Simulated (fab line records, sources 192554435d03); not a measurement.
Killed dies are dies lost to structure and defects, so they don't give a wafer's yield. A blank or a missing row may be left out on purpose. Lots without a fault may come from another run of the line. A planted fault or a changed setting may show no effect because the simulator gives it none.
Chamber matching | flow n5_finfet | N5_BEOL_M4_PECVD_72 on pecvd-01: 3 sister chambers
The step deposits SiO2 from TEOS/O2, target thk 16 nm, time 18 s. 6 wafers are shown with their chamber, then 7 later ones without.

WAFERS WITH THEIR CHAMBER
wafer  | chamber | showerhead_plenum_p_Torr (Torr) | throttle_valve_pct (%)
L077.2 | 2       | 8.90                            | 21.7
L078.4 | 2       | 8.89                            | 22.1
L083.2 | 1       | 8.82                            | 22.0
L083.6 | 0       | 8.75                            | 23.3
L090.1 | 0       | 8.77                            | 23.6
L090.2 | 1       | 8.83                            | 22.1

WAFERS WITHOUT THEIR CHAMBER
wafer  | showerhead_plenum_p_Torr (Torr) | throttle_valve_pct (%)
L090.5 | 8.88                            | 20.9
L092.1 | 8.83                            | 22.2
L092.3 | 8.88                            | 20.7
L092.6 | 8.80                            | 22.0
L097.3 | 8.87                            | 20.6
L097.4 | 8.87                            | 20.8
L097.6 | 8.72                            | 23.6

WHICH CHAMBER EACH WENT THROUGH
wafer  | from the rows above     | in truth
L090.5 | 2                       | 2
L092.1 | 1                       | 1
L092.3 | 2                       | 2
L092.6 | 1                       | 1
L097.3 | can't be placed: 2 or 1 | 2
L097.4 | can't be placed: 2 or 1 | 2
L097.6 | 0                       | 0
Placed correctly: 5 of 7. Can't be placed from these rows: 2 (the true chamber is among the candidates in 2). Placed wrongly: 0.
How it was worked out, from the rows above alone: a wafer's distance from a chamber is the root of the sum, over the readings, of the square of ((its reading less the chamber's mean) divided by the reading's scatter). The wafer belongs to the nearest chamber; if the next one is less than 2 further off, it can't be placed. A chamber's mean is the mean of its shown wafers. The scatter: the root of (the sum of the squares of (reading less its chamber's mean) over the shown wafers, divided by (wafers less chambers)).
